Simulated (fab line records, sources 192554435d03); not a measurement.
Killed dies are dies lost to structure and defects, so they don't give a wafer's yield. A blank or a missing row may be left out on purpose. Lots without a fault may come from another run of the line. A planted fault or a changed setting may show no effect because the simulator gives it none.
A struck lot beside a sound one | flow n5_finfet | 13 steps out of a route of 1938
Sound: wafers L794.2, L794.4, L794.5. Struck: wafers L789.4, L789.5, L789.6. The cause comes at the end.
At each step with rows: each side's tool, then ch and its chambers, then its first start. Under that, the readings that differ: sound wafers | struck wafers | difference of the means | sigmas: that difference in standard deviations of wafers without a fault.
alike: readings whose means differ by less than 2 such deviations, and words and numbers that are the same on both sides. not compared: withheld readings, readings that some wafer has no value for, bounds like >300 that may hide the same value, and numbers for which the record gives no deviation and whose values overlap.
The two part at a step that has a row with sigmas, a row that says differs or no value, or rows on one side only. Numbers that don't overlap but have no deviation are shown without sigmas and don't part them. A reading that every wafer of one side lacks parts them only if that side has two wafers or more.

N5_GATE_CUT_THK_MEAS_24:
  sound on film_metro-02, day 7 19:47; struck on film_metro-01, day 6 18:46
  alike: GC_FILL_THK
N5_GATE_CUT_CMP_43: polishes SiO2.
  sound on cmp-04 ch 0,1, day 7 19:49; struck on cmp-03 ch 2,3, day 6 18:47
  alike: motor_current_A
N5_GATE_CUT_CMP_61: polishes, stops on SiNx, t overpolish 3 s.
  sound on cmp-04 ch 0,1, day 7 20:17; struck on cmp-03 ch 2,3, day 6 19:16
  alike: motor_current_A
N5_GATE_CUT_INSPECT_26: inspects for defects (darkfield).
  sound on defect_inspect-01, day 7 20:31; struck on defect_inspect-02, day 6 19:30
  reading          | sound    | struck   | difference | sigmas
  raw_defect_count | 70 53 99 | 38 17 14 | -51        | -3
then, 7 steps without rows for these wafers: N5_MOL_CONTACT_COAG_COAT_103 (time 60 s, resist thk 80 nm); N5_MOL_CONTACT_COAG_COAT_104 (time 60 s, resist thk 12 nm); N5_MOL_CONTACT_COAG_COAT_58 (time 60 s, resist thk 10 nm); N5_MOL_CONTACT_COAG_COAT_02 (resist thk 30 nm); N5_MOL_CONTACT_COAG_EBR_04; N5_MOL_CONTACT_COAG_SOFTBAKE_03 (time 60 s); N5_MOL_CONTACT_COAG_EXPOSE_05 (exposes mask CA, defocus 0 nm).
N5_MOL_CONTACT_COAG_PEB_06: peb time 60 s.
  sound on litho_track-04 ch 0, day 7 20:52; struck on litho_track-02, day 6 19:51
  no value came back on the struck wafers for chill_plate_temp_C (C), exhaust_pa (Pa); on the sound wafers chill_plate_temp_C (C) reads 23.14 23.26 22.94
then, 1 step without rows for these wafers: N5_MOL_CONTACT_COAG_DEVELOP_07 (develop time 30 s).

WHERE THEY PART
First at N5_GATE_CUT_INSPECT_26; last, within this record, at N5_MOL_CONTACT_COAG_PEB_06.

WHY: what the simulator had put in
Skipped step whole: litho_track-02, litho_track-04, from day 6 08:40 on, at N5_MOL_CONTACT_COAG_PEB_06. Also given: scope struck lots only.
